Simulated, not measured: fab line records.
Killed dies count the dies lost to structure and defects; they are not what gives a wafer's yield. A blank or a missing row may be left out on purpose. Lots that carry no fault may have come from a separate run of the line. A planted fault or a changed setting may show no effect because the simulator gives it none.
fab line records	flow nand-harc	part 2 of 2: steps 5 to 6 of 6
[record] lots = 22	wafers = 66	last-day = 33
route steps=1302 shown A_CHANNEL_HOLE_D2@599 A_STAIRCASE@653
lots untouched by any fault: they come from a run of this same line in which no faults occurred
start-h: hours from the record's opening day to when the first of the lot's shown wafers began	wait-h: hours since the lot's step before	" unchanged from the row above	L1.1+2: a row that stands for several wafers	- value missing, or start not given	* or withheld: withheld	< > ~ a bound
route shown NAME@n: names a module that has steps shown in the file, with the first one's number in the route	usual: average and standard deviation across the fault-free wafers	same: alike in all rows	chamber/n: place in a boat	sites: the reading at each site	_std_site: standard deviation across them	_edge_site: mean of outer sites minus mean of inner sites	radius-mm: for every site, how far away it sits from the centre of the wafer	mask NAME#n: copy n	behind: the tool/chamber that last shaped the wafer	hold: the reason the lot was held/the length of the hold in hours/how it ended	device: transistor that didn't switch, given as n, p or np	end of line: at the end of the route, the tests of the same wafers	a step without rows: its recipe alone	killed: dies that structure and defects cost at the first sort, which is not the same as the wafer's yield	map: a wafer's dies, marking killed ones x, the rest . and places with no die _
set.NAME: the setting that was run; set.NAME@STEP: the one run at that earlier step	model.NAME: the simulator's own value behind a step, which no gauge read
a sample of lots followed through the steps of the route, with each step as a table and each wafer as a row
services: from which hour (start-h, from the record's first day; less than 0 if before it) a tool's chamber was out of use, for how many hours, and why
[[steps]]
[step NHARC_A_STAIRCASE_TRIM_187]
[recipe] time-s = 211.2	o2-flow-sccm = 500	ar-flow-sccm = 0	bias-w = 0	chemistry = O2
[usual] drypump-motor-current-A = 5.7/0.36	oes-product-au = 1.001/0.01	rf-vpp-V = 57.8/0.84	showerhead-plenum-p-Torr = 3.53/0.15	throttle-valve-pct = 17.036/0.0083
lot.wafer	tool	chamber	start-h	wait-h	drypump-motor-current-A	oes-product-au	rf-hours-counter-h	rf-vpp-V	showerhead-plenum-p-Torr	throttle-valve-pct
L074.3	rie-diel-09	3	366.19	0.1	4.9	0.997	12	56.9	3.55	17.041
L074.4	"	1	"	"	5.5	0.992	12	57.3	3.38	17.027
L074.5	"	3	"	"	4.9	1.001	-	54.9	3.55	17.047
L075.1	rie-diel-06	3	367.10	0.1	5.4	0.997	22	58.9	3.80	17.035
L075.4	"	1	"	"	4.8	0.998	26	57.7	3.44	17.038
L075.5	"	2	"	"	5.7	1.006	-	58.1	3.80	17.043
L076.1	rie-diel-09	1	386.46	0.1	5.5	1.011	18	57.6	3.38	17.036
L076.3	"	2	"	"	5.6	1.012	17	58.1	3.40	17.045
L076.4	"	3	"	"	4.9	1.002	16	57.4	3.55	17.038
L078.4	rie-diel-09	2	398.29	0.1	5.6	1.003	21	57.1	3.40	17.031
L078.1	"	0	"	"	5.8	1.007	20	57.5	3.77	17.035
L078.6	"	1	"	"	5.5	1.000	-	57.5	3.38	17.028
L077.2	rie-diel-03	2	398.48	0.1	6.0	1.015	28	57.7	3.60	17.047
L077.4	"	3	"	"	5.8	0.995	27	57.6	3.42	17.040
L077.6	"	3	"	"	5.9	0.996	-	57.9	3.42	17.032
L079.1	rie-diel-06	1	404.45	0.1	4.9	0.986	35	57.4	3.44	17.030
L079.2	"	2	"	"	5.7	0.987	34	59.1	3.79	17.038
L079.6	"	1	"	"	4.8	0.985	-	58.4	3.44	17.041
L080.3	rie-diel-03	0	413.19	0.1	6.1	1.006	38	58.1	3.39	17.034
L080.1	"	1	"	"	5.6	1.003	37	57.8	3.59	17.040
L080.2	"	2	"	"	6.1	1.013	34	57.7	3.60	17.021
L081.1	rie-diel-03	0	422.51	0.1	6.1	1.004	40	57.0	3.39	17.049
L081.3	"	1	"	"	5.6	1.001	39	57.3	3.59	17.040
L081.5	"	1	"	"	5.6	1.006	-	57.4	3.59	17.030
L085.2	rie-diel-06	3	461.74	0.1	5.4	1.006	54	58.1	3.78	17.037
L085.3	"	0	"	"	5.5	1.009	57	58.5	3.74	17.025
L085.6	"	2	"	"	5.7	1.003	-	58.0	3.78	17.034
L084.4	rie-diel-09	1	462.64	0.1	5.5	1.019	46	58.5	3.36	17.036
L084.1	"	3	"	"	4.8	1.010	41	57.8	3.53	17.058
L084.3	"	0	"	"	5.8	1.007	35	58.2	3.76	17.049
L083.2	rie-diel-09	0	464.97	0.1	5.8	1.005	37	57.3	3.76	17.027
L083.4	"	1	"	"	5.5	1.006	48	58.5	3.36	17.051
L083.5	"	0	"	"	5.8	0.997	-	57.8	3.76	17.036
L086.4	rie-diel-09	3	492.67	0.1	4.9	1.013	56	58.4	3.53	17.041
L086.1	"	2	"	"	5.5	1.004	58	58.4	3.38	17.043
L086.6	"	0	"	"	5.8	1.014	-	56.8	3.75	17.037
L089.1	rie-diel-03	1	503.76	0.1	5.7	1.010	10	56.9	3.58	17.039
L089.2	"	3	"	"	5.9	0.984	13	57.7	3.40	17.028
L089.6	"	1	"	"	5.7	1.003	-	59.1	3.58	17.020
L087.1	rie-diel-03	2	504.59	0.1	6.0	1.006	14	57.6	3.58	17.029
L087.3	"	0	"	"	6.2	0.994	11	57.4	3.38	17.046
L087.4	"	1	"	"	5.7	1.009	10	57.5	3.58	17.033
L088.3	rie-diel-03	0	509.73	0.1	6.1	0.990	13	57.6	3.38	17.040
L088.4	"	3	"	"	5.9	0.981	17	57.9	3.40	17.026
L088.6	"	1	"	"	5.7	1.015	-	58.2	3.58	17.042
L090.3	rie-diel-03	3	517.90	0.1	5.9	0.987	21	55.9	3.40	17.033
L090.5	"	1	"	"	5.7	1.011	-	58.1	3.58	17.008
L090.4	"	2	"	"	6.1	0.997	-	57.5	3.58	17.039
L091.1	rie-diel-03	0	529.29	0.1	6.1	1.002	21	58.5	3.38	17.046
L091.2	"	1	"	"	5.6	1.018	19	56.7	3.58	17.026
L091.6	"	0	"	"	6.1	0.986	-	56.3	3.38	17.047
L092.1	rie-diel-06	0	529.61	0.1	5.5	0.987	16	58.7	3.73	17.027
L092.2	"	2	"	"	5.7	0.987	12	57.5	3.76	17.032
L092.6	"	0	"	"	5.4	0.997	-	58.3	3.73	17.034
L096.2	rie-diel-09	0	564.57	0.1	5.8	1.014	20	58.0	3.74	17.037
L096.4	"	1	"	"	5.5	1.001	17	57.7	3.35	17.041
L096.1	"	2	"	"	5.6	1.023	19	57.1	3.37	17.027
L095.1	rie-diel-09	3	564.84	0.1	4.9	0.994	23	57.7	3.51	17.036
L095.3	"	0	"	"	5.8	1.014	20	59.3	3.74	17.033
L095.5	"	2	"	"	5.6	1.027	-	56.9	3.37	17.036
L094.1	rie-diel-03	1	567.10	0.1	5.6	0.997	31	59.1	3.57	17.047
L094.4	"	2	"	"	6.1	1.004	36	58.0	3.57	17.038
L094.6	"	1	"	"	5.6	1.002	-	57.8	3.57	17.049
L097.1	rie-diel-03	3	585.43	0.1	5.9	0.986	44	56.9	3.38	17.040
L097.4	"	1	"	"	5.6	1.006	37	58.5	3.57	17.043
L097.6	"	2	"	"	6.0	1.001	-	58.3	3.57	17.023
[step NHARC_A_STAIRCASE_TRIM_196]
[recipe] time-s = 211.2	o2-flow-sccm = 500	ar-flow-sccm = 0	bias-w = 0	chemistry = O2
[usual] drypump-motor-current-A = 5.6/0.39	oes-product-au = 1.001/0.011	rf-vpp-V = 57.8/0.92	showerhead-plenum-p-Torr = 3.55/0.16	throttle-valve-pct = 17.035/0.0094
lot.wafer	tool	chamber	start-h	wait-h	drypump-motor-current-A	oes-product-au	rf-hours-counter-h	rf-vpp-V	showerhead-plenum-p-Torr	throttle-valve-pct
L074.3	rie-diel-03	2	367.25	0.1	6.1	1.012	20	58.9	3.60	17.018
L074.5	"	0	"	"	6.1	0.994	-	56.9	3.40	17.036
L074.4	"	1	"	"	5.7	1.010	-	58.6	3.60	17.040
L075.1	rie-diel-09	1	368.10	0.1	5.5	1.000	13	57.8	3.38	17.033
L075.4	"	0	"	"	5.8	1.010	12	57.1	3.77	17.034
L075.5	"	2	"	"	5.6	1.009	-	58.8	3.40	17.049
L076.1	rie-diel-06	1	387.48	0.1	4.9	0.990	30	55.0	3.44	17.027
L076.4	"	3	"	"	5.4	0.993	26	57.2	3.79	17.037
L076.3	"	0	"	"	5.4	0.996	29	58.4	3.76	17.037
L077.2	rie-diel-06	3	402.57	0.1	5.4	0.997	33	57.1	3.79	17.024
L077.4	"	0	"	"	5.4	1.000	34	58.9	3.76	17.024
L077.6	"	2	"	"	5.7	0.996	-	58.4	3.79	17.037
L078.1	rie-diel-03	1	403.71	0.1	5.6	1.006	34	58.7	3.59	17.046
L078.4	"	2	"	"	6.1	1.001	31	57.4	3.60	17.027
L078.6	"	3	"	"	5.9	1.000	-	58.8	3.41	17.025
L079.2	rie-diel-09	3	405.71	0.1	4.9	0.999	24	57.8	3.54	17.026
L079.1	"	0	"	"	5.8	1.023	26	59.3	3.76	17.039
L079.6	"	3	"	"	4.9	1.003	-	58.9	3.54	17.035
L080.1	rie-diel-03	0	414.71	0.1	6.2	1.002	39	57.2	3.39	17.039
L080.3	"	1	"	"	5.7	1.009	38	59.8	3.59	17.039
L080.2	"	2	"	"	6.0	1.008	34	56.9	3.60	17.039
L081.3	rie-diel-03	0	423.54	0.1	6.1	1.009	40	58.5	3.39	17.019
L081.1	"	1	"	"	5.6	1.005	39	59.2	3.59	17.037
L081.5	"	1	"	"	5.7	1.008	-	57.9	3.59	17.046
L085.2	rie-diel-09	0	463.07	0.2	5.8	1.021	36	58.9	3.76	17.035
L085.3	"	1	"	"	5.5	1.013	47	58.3	3.36	17.022
L085.6	"	0	"	"	5.8	1.021	-	58.9	3.76	17.046
L084.4	rie-diel-09	1	463.96	0.1	5.5	1.017	47	57.5	3.36	17.040
L084.1	"	3	"	"	4.9	1.010	42	56.9	3.53	17.042
L084.3	"	0	"	"	5.8	1.007	36	58.2	3.76	17.037
L083.4	rie-diel-06	1	466.05	0.1	4.9	1.003	54	57.2	3.43	17.027
L083.2	"	2	"	"	5.7	0.990	57	58.6	3.78	17.036
L083.5	"	3	"	"	5.4	0.990	-	58.1	3.78	17.014
L086.1	rie-diel-03	2	494.11	0.1	6.0	1.000	10	57.7	3.59	17.028
L086.4	"	2	"	"	6.0	0.994	-	57.7	3.58	17.023
L086.6	"	3	"	"	5.9	0.991	-	57.8	3.40	17.037
L089.1	rie-diel-06	2	504.84	0.1	5.7	0.992	4	58.2	3.77	17.025
L089.2	"	1	"	"	4.8	1.011	4	56.3	3.42	17.043
L089.6	"	2	"	"	5.7	0.974	-	58.8	3.77	17.025
L087.1	rie-diel-03	1	505.63	0.1	5.6	1.017	11	57.5	3.58	17.040
L087.4	"	2	"	"	6.1	0.996	15	58.4	3.58	17.037
L087.3	"	3	"	"	5.8	0.979	14	57.9	3.40	17.037
L088.3	rie-diel-09	3	510.76	0.1	4.9	0.999	0	58.5	3.52	17.027
L088.4	"	0	"	"	5.8	1.009	0	56.5	3.75	17.034
L088.6	"	0	"	"	5.8	1.005	-	58.0	3.75	17.034
L090.4	rie-diel-03	2	518.99	0.1	6.1	0.996	20	57.8	3.58	17.024
L090.3	"	3	"	"	5.9	1.000	22	56.9	3.40	17.026
L090.5	"	1	"	"	5.7	1.022	-	59.1	3.58	17.030
L091.2	rie-diel-09	2	530.30	0.1	5.6	1.014	7	57.6	3.37	17.037
L091.1	"	1	"	"	5.5	0.997	7	57.8	3.35	17.059
L091.6	"	3	"	"	4.9	1.006	-	58.1	3.52	17.029
L092.1	rie-diel-09	1	530.71	0.1	5.5	0.999	7	58.9	3.35	17.028
L092.2	"	2	"	"	5.6	1.005	7	58.1	3.37	17.035
L092.6	"	0	"	"	5.9	1.005	-	58.1	3.74	17.031
L096.2	rie-diel-06	2	565.76	0.1	5.7	0.974	25	58.9	3.76	17.028
L096.1	"	0	"	"	5.5	0.991	31	57.2	3.72	17.035
L096.4	"	1	"	"	4.9	1.019	26	57.6	3.41	17.030
L095.1	rie-diel-09	3	565.94	0.1	4.9	0.997	24	57.8	3.51	17.023
L095.3	"	1	"	"	5.5	0.994	17	56.5	3.35	17.036
L095.5	"	0	"	"	5.8	1.016	-	57.4	3.74	17.032
L094.4	rie-diel-06	2	568.15	0.1	5.7	0.981	25	58.2	3.76	17.038
L094.1	"	3	"	"	5.4	0.989	25	58.7	3.76	17.029
L094.6	"	2	"	"	5.7	0.978	-	57.3	3.76	17.038
L097.1	rie-diel-03	3	586.44	0.1	5.8	0.972	45	57.9	3.38	17.027
L097.4	"	1	"	"	5.7	0.991	37	58.1	3.57	17.041
L097.6	"	3	"	"	5.8	0.976	-	57.6	3.38	17.026
[[services]]
tool	chamber	start-h	hours	kind
rie-diel-03	0	291.15	-	clean
rie-diel-03	1	291.15	-	clean
rie-diel-06	-	307.44	9.0	pm
rie-diel-09	3	310.25	9.1	repair
rie-diel-09	-	322.68	9.0	pm
plasma-asher-01	-	342.00	9.0	pm
rie-diel-03	-	351.69	1.7	repair
plasma-asher-02	-	354.58	0.5	repair
plasma-asher-01	-	363.60	3.9	repair
rie-diel-03	3	364.10	3.4	repair
har-etch-02	-	377.00	17.0	pm
rie-diel-06	2	377.73	5.2	repair
plasma-asher-01	-	406.42	109.0	repair
rie-diel-09	0	406.89	7.1	repair
plasma-asher-02	-	426.65	9.0	pm
rie-diel-06	1	445.42	16.8	repair
rie-diel-03	-	459.15	9.0	pm
rie-diel-06	-	472.81	0.5	repair
rie-diel-06	-	484.44	9.0	pm
rie-diel-03	0	491.44	8.7	repair
rie-diel-09	-	499.72	9.0	pm
rie-diel-06	3	508.98	12.6	repair
plasma-asher-01	-	519.00	9.0	pm
har-etch-01	-	521.37	3.6	repair
